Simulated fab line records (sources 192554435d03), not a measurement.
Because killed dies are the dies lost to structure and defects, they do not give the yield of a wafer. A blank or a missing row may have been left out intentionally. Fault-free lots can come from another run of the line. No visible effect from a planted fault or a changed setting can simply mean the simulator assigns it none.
fab line records	flow n5_finfet
record: lots: 7	wafers: 21	last_day: 17
route steps=1938 shown BEOL_M5@1172 PASSIVATION@1936
lots untouched by any fault: they come from a run of this same line in which no faults occurred
start_h: hours from the record's opening day to when the first of the lot's shown wafers began	wait_h: hours since the lot's step before	" same as the row above	L1.1+2: several wafers, shown together as one row	- value missing, or start not given	* or withheld: withheld	< > ~ a bound
route shown NAME@n: a module of which the file shows steps, and the number in the route of the first	usual: mean and standard deviation over wafers with no fault	same: alike in all rows	chamber/n: place in a boat	sites: the reading at each site	_std_site: the standard deviation of these	_edge_site: mean of outer sites minus mean of inner sites	radius_mm: how far each site lies from the wafer's centre	mask NAME#n: copy n	behind: the most recent tool/chamber to have shaped the wafer	hold: why the lot was held/for how many hours/how that ended	device: transistor that didn't switch, given as n, p or np	end of line: at the end of the route, the tests of the same wafers	for a step that has no rows: nothing shown but its recipe	killed: dies that structure and defects cost at the first sort, which is not the same as the wafer's yield	map: a wafer's dies, marking killed ones x, the rest . and places with no die _
set.NAME: the run value of the setting; set.NAME@STEP: its run value at that earlier step	model.NAME: the simulator's own value behind a step, which no gauge read
lots at selected steps of the route; one table per step, one row per wafer
services: a tool's chamber out of use, with start hour (start_h, from the record's first day; less than 0 if before it), hours out, and reason
== steps ==
step: N5_BEOL_M5_ALD_86
recipe: material: TaN	target_thk_a: *	temp_c: 275	ald_precursor_family: PDMAT	ald_co_reactant: NH3	pressure_torr: 3	carrier_flow_sccm: 1500	pulse_time_s: 2	purge_time_s: 3	co_reactant_purge_time_s: 2	co_reactant_pulse_time_s: 3	ald_cycles: 30	precursor_vessel_temp_c: 75	precursor_vessel_pressure_torr: 26.25	precursor_vessel_carrier_sccm: 1000
usual: heater_power_w: 427/40
lot.wafer	tool	chamber	start_h	wait_h	heater_power_w
L145.1	ald_metal-02	1	202.08	0.1	419
L145.4	"	0	"	"	495
L145.5	"	1	"	"	409
L147.2	ald_metal-04	1	220.60	0.1	460
L147.4	"	2	"	"	490
L147.5	"	3	"	"	416
L150.1	ald_metal-03	0	244.55	0.0	434
L150.3	"	2	"	"	374
L150.4	"	3	"	"	403
L151.1	ald_metal-03	1	246.74	0.1	450
L151.2	"	0	"	"	429
L151.5	"	1	"	"	459
L155.2	ald_metal-04	0	262.62	0.0	360
L155.5	"	0	"	"	362
L155.6	"	1	"	"	453
L156.3	ald_metal-02	3	274.32	0.0	437
L156.4	"	1	"	"	425
L156.5	"	3	"	"	430
L160.3	ald_metal-04	2	299.13	0.0	498
L160.4	"	3	"	"	420
L160.5	"	3	"	"	410
step: N5_BEOL_M5_SURFACE_TREAT_87
recipe: gas: Ar	time_s: *	ion_energy_ev: *	ion_current_ma_cm2: 0.5	pressure_mtorr: *	ar_flow_sccm: 30
usual: throttle_valve_pct: *
lot.wafer	tool	chamber	start_h	wait_h	throttle_valve_pct
L145.1	pvd_sputter-01	-	202.35	0.2	*
L145.4	"	-	"	"	*
L145.5	"	-	"	"	*
L147.2	pvd_sputter-03	-	220.83	0.1	*
L147.4	"	-	"	"	*
L147.5	"	-	"	"	*
L150.1	pvd_sputter-01	-	244.78	0.1	*
L150.3	"	-	"	"	*
L150.4	"	-	"	"	*
L151.1	pvd_sputter-01	-	247.02	0.2	*
L151.2	"	-	"	"	*
L151.5	"	-	"	"	*
L155.2	pvd_sputter-01	-	262.93	0.2	*
L155.5	"	-	"	"	*
L155.6	"	-	"	"	*
L156.3	pvd_sputter-02	-	274.58	0.2	*
L156.4	"	-	"	"	*
L156.5	"	-	"	"	*
L160.3	pvd_sputter-03	-	299.51	0.3	*
L160.4	"	-	"	"	*
L160.5	"	-	"	"	*
step: N5_BEOL_M5_CVD_47
recipe: material: Co	target_thk_a: 30	temp_c: withheld	precursor: CCTBA/H2	pressure_torr: 30	time_s: 216
step: N5_BEOL_M5_SPUTTER_48
recipe: material: Cu	target_thk_a: 150	temp_c: -20	chamber_pressure_pa: 0.07	power_w: withheld	time_s: 27.62
usual: throttle_valve_pct: 30.4/0.8
lot.wafer	tool	chamber	start_h	wait_h	throttle_valve_pct
L145.1	pvd_sputter-02	-	202.92	0.2	29.9
L145.4	"	-	"	"	30.5
L145.5	"	-	"	"	30.8
L147.2	pvd_sputter-03	-	221.06	0.1	30.9
L147.4	"	-	"	"	31.8
L147.5	"	-	"	"	31.3
L150.1	pvd_sputter-03	-	246.54	1.6	30.8
L150.3	"	-	"	"	31.8
L150.4	"	-	"	"	31.4
L151.1	pvd_sputter-02	-	247.34	0.2	30.3
L151.2	"	-	"	"	31.2
L151.5	"	-	"	"	29.6
L155.2	pvd_sputter-01	-	263.25	0.1	30.6
L155.5	"	-	"	"	31.1
L155.6	"	-	"	"	30.4
L156.3	pvd_sputter-03	-	274.82	0.1	31.2
L156.4	"	-	"	"	31.6
L156.5	"	-	"	"	31.8
L160.3	pvd_sputter-01	-	299.74	0.1	31.1
L160.4	"	-	"	"	29.8
L160.5	"	-	"	"	30.8
step: N5_BEOL_M5_ANNEAL_49
recipe: temp_c: 400	time_s: 1800	ambient: vacuum
step: N5_BEOL_M5_SPUTTER_81
recipe: material: Cu	target_thk_a: 150	temp_c: -20	chamber_pressure_pa: 0.07	power_w: withheld	time_s: 27.62
usual: throttle_valve_pct: 30.4/0.77
lot.wafer	tool	chamber	start_h	wait_h	throttle_valve_pct
L145.1	pvd_sputter-02	-	204.01	0.5	29.8
L145.4	"	-	"	"	30.5
L145.5	"	-	"	"	31.1
L147.2	pvd_sputter-03	-	222.15	0.5	31.2
L147.4	"	-	"	"	31.8
L147.5	"	-	"	"	31.2
L150.1	pvd_sputter-03	-	247.63	0.5	30.4
L150.3	"	-	"	"	31.7
L150.4	"	-	"	"	31.4
L151.1	pvd_sputter-02	-	248.42	0.5	30.6
L151.2	"	-	"	"	30.9
L151.5	"	-	"	"	29.7
L155.2	pvd_sputter-01	-	264.34	0.5	30.7
L155.5	"	-	"	"	30.9
L155.6	"	-	"	"	30.7
L156.3	pvd_sputter-03	-	275.90	0.5	31.4
L156.4	"	-	"	"	31.8
L156.5	"	-	"	"	31.8
L160.3	pvd_sputter-01	-	300.83	0.5	30.8
L160.4	"	-	"	"	29.8
L160.5	"	-	"	"	31.1
step: N5_BEOL_M5_ANNEAL_82
recipe: temp_c: 400	time_s: 1800	ambient: vacuum
step: N5_BEOL_M5_SPUTTER_83
recipe: material: Cu	target_thk_a: 150	temp_c: -20	chamber_pressure_pa: 0.07	power_w: withheld	time_s: 27.62
usual: throttle_valve_pct: 30.4/0.78
lot.wafer	tool	chamber	start_h	wait_h	throttle_valve_pct
L145.1	pvd_sputter-02	-	205.10	0.5	29.6
L145.4	"	-	"	"	30.3
L145.5	"	-	"	"	31.1
L147.2	pvd_sputter-03	-	223.24	0.5	31.2
L147.4	"	-	"	"	31.9
L147.5	"	-	"	"	31.3
L150.1	pvd_sputter-03	-	248.72	0.5	30.4
L150.3	"	-	"	"	31.8
L150.4	"	-	"	"	31.3
L151.1	pvd_sputter-02	-	249.51	0.5	30.3
L151.2	"	-	"	"	30.9
L151.5	"	-	"	"	29.5
L155.2	pvd_sputter-01	-	265.42	0.5	30.4
L155.5	"	-	"	"	30.9
L155.6	"	-	"	"	30.5
L156.3	pvd_sputter-03	-	276.99	0.5	31.2
L156.4	"	-	"	"	31.8
L156.5	"	-	"	"	31.6
L160.3	pvd_sputter-01	-	301.92	0.5	30.8
L160.4	"	-	"	"	29.9
L160.5	"	-	"	"	30.8
step: N5_BEOL_M5_ANNEAL_84
recipe: temp_c: 400	time_s: 1800	ambient: vacuum
step: N5_BEOL_M5_SPUTTER_88
recipe: material: Cu	target_thk_a: 150	temp_c: -20	chamber_pressure_pa: 0.07	power_w: withheld	time_s: 27.62
step: N5_BEOL_M5_ANNEAL_89
recipe: temp_c: 400	time_s: 1800	ambient: vacuum
step: N5_BEOL_M5_SPUTTER_90
recipe: material: Cu	target_thk_a: 45	temp_c: -20	chamber_pressure_pa: 0.07	power_w: withheld	time_s: 8.29
step: N5_BEOL_M5_ECD_50
recipe: material: Cu	target_thk_a: 3000
lot.wafer	tool	chamber	start_h	wait_h	model.Cu_of_BEOL_M5_ECD_50.thk_nm
L145.1	ecd_cu-01	1	207.39	0.1	297.8
L145.4	"	1	"	"	303.8
L145.5	"	0	"	"	299.6
L147.2+5	ecd_cu-02	1	225.53	0.1	301
L147.4	"	0	"	"	299.6
L150.1	ecd_cu-02	0	251.01	0.1	202
L150.3	"	0	"	"	299.4
L150.4	"	1	"	"	298.6
L151.1	ecd_cu-01	1	251.80	0.1	296.4
L151.2	"	0	"	"	299.8
L151.5	"	0	"	"	300.8
L155.2	ecd_cu-02	1	267.71	0.1	205.4
L155.5	"	0	"	"	207.8
L155.6	"	1	"	"	294
L156.3	ecd_cu-02	0	279.30	0.1	300.2
L156.4	"	1	"	"	301.8
L156.5	"	0	"	"	201.6
L160.3	ecd_cu-01	1	304.23	0.1	288.2
L160.4	"	0	"	"	297.8
L160.5	"	0	"	"	300.8
step: N5_BEOL_M5_ANNEAL_51
recipe: temp_c: 225	time_s: 90	ambient: N2
step: N5_BEOL_M5_CMP_52
recipe: stop_on: SiCOH_lowk	t_overpolish_s: 6.9	down_force_psi: 1	platen_rpm: 50	clearing_platen_down_force_psi: 1.5	clearing_platen_rpm: 50	post_cmp_clean: cu_alkaline	target_thk_nm: 62	clearing_platen_pad_velocity_m_s: 0.99484	pad_velocity_m_s: 0.99484
usual: motor_current_A: 6.0/0.58	time_to_endpoint_s: 61.1/2.4
lot.wafer	tool	chamber	start_h	wait_h	motor_current_A	time_to_endpoint_s
L145.1	cmp-01	2	208.29	0.3	6.6	57.8
L145.4	"	0	"	"	5.5	58.3
L145.5	"	3	"	"	5.5	56.7
L147.4	cmp-02	3	225.91	0.1	6.2	59.3
L147.2	"	1	"	"	7.0	58.2
L147.5	"	0	"	"	6.1	58.3
L150.3	cmp-03	3	251.43	0.2	5.6	62.2
L150.1	"	0	"	"	6.1	41.3
L150.4	"	1	"	"	6.5	63.0
L151.1	cmp-01	1	252.18	0.3	6.2	58.4
L151.2	"	0	"	"	5.3	57.6
L151.5	"	1	"	"	6.0	57.8
L155.2	cmp-03	0	268.17	0.3	6.6	43.7
L155.6	"	2	"	"	5.6	63.7
L155.5	"	3	"	"	5.6	44.7
L156.3	cmp-01	3	279.74	0.2	4.9	57.1
L156.4	"	0	"	"	5.1	59.5
L156.5	"	2	"	"	6.5	37.0
L160.3	cmp-03	0	304.59	0.2	6.4	61.6
L160.4	"	1	"	"	6.7	59.1
L160.5	"	0	"	"	6.6	62.9
step: N5_BEOL_M5_THK_MEAS_53
recipe: thk_meas_gauge: xrf	reads: Cu_of_BEOL_M5_ECD_50
usual: M5_THK: 61.3/1.6
lot.wafer	tool	chamber	start_h	wait_h	M5_THK[nm]
L145.1	film_metro-01	-	208.58	-	58.6
L145.4	"	-	"	"	58.1
L145.5	"	-	"	"	59.0
L147.2	film_metro-02	-	226.21	-	63.8
L147.4	"	-	"	"	62.7
L147.5	"	-	"	"	62.3
L150.1	film_metro-02	-	251.69	-	58.8
L150.3	"	-	"	"	60.6
L150.4	"	-	"	"	62.5
L151.1	film_metro-02	-	252.48	-	64.6
L151.2	"	-	"	"	61.0
L151.5	"	-	"	"	62.2
L155.2	film_metro-01	-	268.39	-	62.4
L155.5	"	-	"	"	63.7
L155.6	"	-	"	"	61.5
L156.3	film_metro-01	-	279.96	-	60.1
L156.4	"	-	"	"	59.5
L156.5	"	-	"	"	59.0
L160.3	film_metro-01	-	304.88	-	57.9
L160.4	"	-	"	"	59.4
L160.5	"	-	"	"	59.3
step: N5_PASSIVATION_PROBE_49
usual: defect_limited_yield: 91.0/1.5	killed_at_M0_to_M3: 36/12	killed_at_M4_up: 14/5.5	killed_at_contacts: 11/4.8	killed_at_front_end: 42/12	killed_at_other: 3.7/2.7	killed_dies: 106/18	killed_open: 70/13	killed_short: 35/8.2	sort_bin_5_function: 5.3/1	sort_bin_6_memory: 3.3/0.69	sort_n_pass: 1074/18	sort_yield_pct: 91.0/1.5
same: gross_dies: 1180	killed_at_back_side: 0	sort_bin_4_leakage[%]: 0	sort_bin_8_speed[%]: 0
lot.wafer	tool	chamber	start_h	wait_h	defect_limited_yield[%]	killed_at_M0_to_M3	killed_at_M4_up	killed_at_contacts	killed_at_front_end	killed_at_other	killed_dies	killed_open	killed_short	sort_bin_5_function[%]	sort_bin_6_memory[%]	sort_n_pass	sort_yield_pct[%]
L145.1	prober-01	-	300.46	0.0	91.4	34	11	12	41	4	102	58	44	5.8	2.4	1078	91.4
L145.4	prober-01	-	300.61	0.2	93.0	24	11	14	34	0	83	53	28	4.0	2.9	1097	93.0
L145.5	prober-01	-	300.66	0.2	92.8	25	17	6	35	2	85	58	27	3.9	3.2	1095	92.8
L147.2	prober-01	-	320.02	0.1	91.9	17	10	12	53	4	96	65	30	4.4	3.4	1084	91.9
L147.4	prober-01	-	320.12	0.2	93.8	18	16	4	34	1	73	44	28	3.7	1.8	1107	93.8
L147.5	prober-01	-	320.17	0.2	91.8	52	9	8	26	2	97	76	21	4.4	3.6	1083	91.8
L150.1	prober-01	-	339.81	0.0	93.4	29	9	4	30	6	78	43	33	4.1	2.2	1102	93.4
L150.3	prober-01	-	339.91	0.1	93.6	33	7	8	25	3	76	47	29	4.0	1.9	1104	93.6
L150.4	prober-01	-	339.96	0.2	89.7	71	7	12	25	6	121	71	50	6.1	3.9	1059	89.7
killed by level:class
L145.1 BEOL_M1:geometric_particle:short=11 STI_FIN_REVEAL:geometric_particle:open=9 MOL_CONTACT_COAG:geometric_particle:open=9 BEOL_M3:geometric_particle:open=9 FIN_SAQP:geometric_particle:short=5 GATE_CUT:geometric_particle:short=5 BEOL_M0_SAQP:geometric_particle:open=5 DUMMY_GATE:geometric_particle:open=4
L145.4 MOL_CONTACT_COAG:geometric_particle:open=12 BEOL_M0_SAQP:geometric_particle:short=8 STI_FIN_REVEAL:geometric_particle:open=7 GATE_CUT:geometric_particle:short=5 BEOL_M4:geometric_particle:open=4 FIN_SAQP:geometric_particle:short=3 DUMMY_GATE:geometric_particle:open=3 GATE_CUT:geometric_particle:open=3
L145.5 STI_FIN_REVEAL:geometric_particle:open=15 BEOL_M4:geometric_particle:open=8 FIN_SAQP:geometric_particle:open=6 BEOL_M0_SAQP:geometric_particle:short=6 MOL_CONTACT_COAG:geometric_particle:open=5 BEOL_M4:geometric_particle:short=5 BEOL_M1:geometric_particle:open=4 BEOL_M3:geometric_particle:open=4
L147.2 STI_FIN_REVEAL:geometric_particle:open=14 MOL_CONTACT_COAG:geometric_particle:open=11 FIN_SAQP:geometric_particle:open=9 FIN_SAQP:geometric_particle:short=6 BEOL_M3:geometric_particle:open=6 DUMMY_GATE:geometric_particle:short=4 GATE_CUT:geometric_particle:short=4 FIN_CUT:geometric_particle:open=3
L147.4 FIN_SAQP:geometric_particle:open=6 STI_FIN_REVEAL:geometric_particle:open=5 DUMMY_GATE:geometric_particle:open=5 BEOL_M3:geometric_particle:open=5 FIN_SAQP:geometric_particle:short=4 GATE_CUT:geometric_particle:short=4 MOL_CONTACT_COAG:geometric_particle:open=4 BEOL_M0_SAQP:geometric_particle:open=3
L147.5 BEOL_M2:geometric_particle:open=19 BEOL_M1:geometric_particle:open=14 MOL_CONTACT_COAG:geometric_particle:open=8 STI_FIN_REVEAL:geometric_particle:open=7 BEOL_M3:geometric_particle:open=7 FIN_SAQP:geometric_particle:open=5 BEOL_M0_SAQP:geometric_particle:open=4 BEOL_M8:geometric_particle:open=4
L150.1 BEOL_M0_SAQP:geometric_particle:open=7 BEOL_M0_SAQP:geometric_particle:short=6 FIN_SAQP:geometric_particle:short=5 DUMMY_GATE:geometric_particle:open=5 BEOL_M2:geometric_particle:open=5 STARTING-WAFER:geometric_particle:short=5 ILD0:geometric_particle:short=4 MOL_CONTACT_COAG:geometric_particle:open=3
L150.3 BEOL_M0_SAQP:geometric_particle:short=12 BEOL_M0_SAQP:geometric_particle:open=10 MOL_CONTACT_COAG:geometric_particle:open=7 FIN_CUT:geometric_particle:open=4 DUMMY_GATE:geometric_particle:open=4 GATE_CUT:geometric_particle:open=3 BEOL_M3:geometric_particle:open=3 FIN_SAQP:geometric_particle:short=2
L150.4 BEOL_M0_SAQP:geometric_particle:short=20 BEOL_M2:geometric_particle:open=17 BEOL_M0_SAQP:geometric_particle:open=13 MOL_CONTACT_COAG:geometric_particle:open=9 BEOL_M3:geometric_particle:open=9 FIN_SAQP:geometric_particle:open=6 GATE_CUT:geometric_particle:short=6 FIN_SAQP:geometric_particle:short=4
== services ==
tool	chamber	start_h	hours	kind
ecd_cu-01	-	179.56	4.6	repair
ald_metal-03	-	200.61	0.4	repair
cmp-02	-	214.94	0.6	repair
ecd_cu-02	-	218.92	0.9	repair
ecd_cu-01	-	225.48	2.3	repair
cmp-01	-	231.10	4.0	pm
cmp-01	-	235.10	-	consumable_replace:conditioner
cmp-01	-	235.10	-	consumable_replace:pad
cmp-01	-	242.23	1.7	repair
cmp-01	-	244.76	2.1	repair
cmp-02	-	246.27	2.4	repair
cmp-01	-	250.14	0.8	repair
cmp-03	-	262.13	4.7	pm
ald_metal-04	2	274.46	2.0	repair
cmp-03	-	276.42	4.0	pm
cmp-01	-	280.40	2.6	repair
cmp-03	-	280.42	-	consumable_replace:conditioner
cmp-03	-	280.42	-	consumable_replace:pad
== key ==
first_sign: step: N5_BEOL_M5_CMP_52	reading: time_to_endpoint_s	direction: down	sigmas: 8	usual: *	struck: *
effect none on later readings
model_effect: step: N5_BEOL_M5_ECD_50	value: Cu_of_BEOL_M5_ECD_50.thk_nm	without: 300.4	struck: 204.2
met_at N5_BEOL_M5_ECD_50
struck_wafers L150.1,L155.2,L155.5,L156.5
onset_between 225.53 251.01
fault: kind: process_parameter_drift	tool: ecd_cu-02	chamber: -	onset_h: 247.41	steps: N5_BEOL_M5_ECD_50	channel: target_thk_a	offset: *	shape: step	end_h: 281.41	scope: struck_wafers_only	acts_in: *	stated: *
